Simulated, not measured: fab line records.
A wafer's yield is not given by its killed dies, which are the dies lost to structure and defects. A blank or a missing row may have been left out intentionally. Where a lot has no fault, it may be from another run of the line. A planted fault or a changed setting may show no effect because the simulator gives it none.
Code-filled problem report in 8D (eight disciplines) form || flow n5 finfet || the parts of the form that need people (team, actions taken, sign-off) are left out

## 1. WHAT IS WRONG
Mean of killed_at_M4_up at N5_PASSIVATION_PROBE_49: 252 across 2 wafers in 2 lots; on wafers with no fault it is 14 (standard deviation 6.2). That is +38 standard deviations from the usual mean.
First observed at day 15 09:56: wafer L488.5, on prober-02. The record has a number at this step for 28 wafers belonging to 10 lots. Rule for "out", or "out of limits": more than 4 standard deviations from the usual mean. All remaining wafers that have a number are taken as sound.

## 2. WHAT IT IS, AND WHAT IT ISN'T
{"question": "which readings at this step", "is": "killed_at_M4_up, defect limited yield, killed dies, killed on rim, sort_bin_5_function, sort_bin_6_memory, sort n pass, sort yield pct", "is not": "killed_at_M0_to_M3, killed at contacts, killed at front end, killed at other, killed open, killed short, sort_bin_4_leakage"}
{"question": "which lots", "is": "L488, L489", "is not": "L477, L480, L481, L482, L491, L495, L496, L499"}
{"question": "which wafers of those lots", "is": "L488.5, L489.5", "is not": "L488.3, L488.6, L489.2"}
{"question": "read on which tools", "is": "prober-01, prober-02", "is not": "-"}
{"question": "when", "is": "from day 15 09:56", "is not": "up to then (12 sound wafers); but 14 sound wafers of L488, L489, L491, L495, L496, L499 came after"}

## 3. SUSPECTS, AND WHAT RULES EACH OUT
Counting: a tool at a process step up to the reading stays a suspect if it ran every lot that is out. Sound lots after the first of them don't rule it out here, since some wafers of a struck lot are sound.
- pvd sputter-01 at N5_BEOL_M15_SPUTTER_45 (material Cu, target thk 100 nm, time 16.67 s): kept. Ran every lot that is out, first one L488 (day 14 20:55); last sound lot up to then L482 (day 13 03:44).
- pecvd-02 at N5_PASSIVATION_PECVD_35 (deposits SiNx from SiH4/NH3/N2, target thk 700 nm, time 151.3 s): kept. It ran every lot that is out, first L488 (day 15 06:09).
Left after counting: pvd sputter-01 at N5_BEOL_M15_SPUTTER_45, pecvd-02 at N5_PASSIVATION_PECVD_35.

## 4. THE CAUSE (what the simulator had put in)
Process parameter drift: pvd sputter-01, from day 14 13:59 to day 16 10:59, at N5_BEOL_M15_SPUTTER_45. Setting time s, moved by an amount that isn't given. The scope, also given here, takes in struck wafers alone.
2 suspects survive the count, and this tool is in that group.

## 5. THE CHAIN OF EFFECTS, in route order
Rows list readings where the struck wafers' mean (over those with a number) sits beyond 3 standard deviations from the usual. Scope: only readings with a usual standard deviation given in the record; hours: median across lots of the time from each lot's start at the first step in this table that gives one to its start at this step; sigmas: change in usual standard deviations.
{"hours": 0, "step": "N5_PASSIVATION_PROBE_49", "reading": "defect limited yield", "usual": "91.2 %", "on struck wafers": 71.8, "change": -19.4, "sigmas": -14}
{"hours": 0, "step": "N5_PASSIVATION_PROBE_49", "reading": "killed_at_M4_up", "usual": 14, "on struck wafers": 252, "change": "+238", "sigmas": "+38"}
{"hours": 0, "step": "N5_PASSIVATION_PROBE_49", "reading": "killed dies", "usual": 104, "on struck wafers": 333, "change": "+229", "sigmas": "+13"}
{"hours": 0, "step": "N5_PASSIVATION_PROBE_49", "reading": "killed on rim", "usual": 14, "on struck wafers": 48, "change": "+34", "sigmas": "+8.9"}
{"hours": 0, "step": "N5_PASSIVATION_PROBE_49", "reading": "sort_bin_5_function", "usual": "5.2 %", "on struck wafers": 17.2, "change": "+12.1", "sigmas": "+13"}
{"hours": 0, "step": "N5_PASSIVATION_PROBE_49", "reading": "sort_bin_6_memory", "usual": "3.2 %", "on struck wafers": 10.7, "change": "+7.5", "sigmas": "+11"}
{"hours": 0, "step": "N5_PASSIVATION_PROBE_49", "reading": "sort n pass", "usual": 1075, "on struck wafers": 847, "change": -228, "sigmas": -14}
{"hours": 0, "step": "N5_PASSIVATION_PROBE_49", "reading": "sort yield pct", "usual": "91.1 %", "on struck wafers": 71.8, "change": -19.3, "sigmas": -14}
Process steps it contains:
- N5_PASSIVATION_PROBE_49

## 6. WHAT WOULD HAVE CAUGHT IT SOONER
First out-of-limits reading in this record: day 15 09:56, which is 20 hours after fault onset at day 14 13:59.
No tool reading at N5_BEOL_M15_SPUTTER_45 that has a usual standard deviation in the record was out on any struck wafer, so an alarm limit of 4 standard deviations on those readings would not have fired.
Lots out: 2; all had begun N5_BEOL_M15_SPUTTER_45 on pvd sputter-01 by day 15 09:56. None of them would have been spared by holding the tool at that moment.
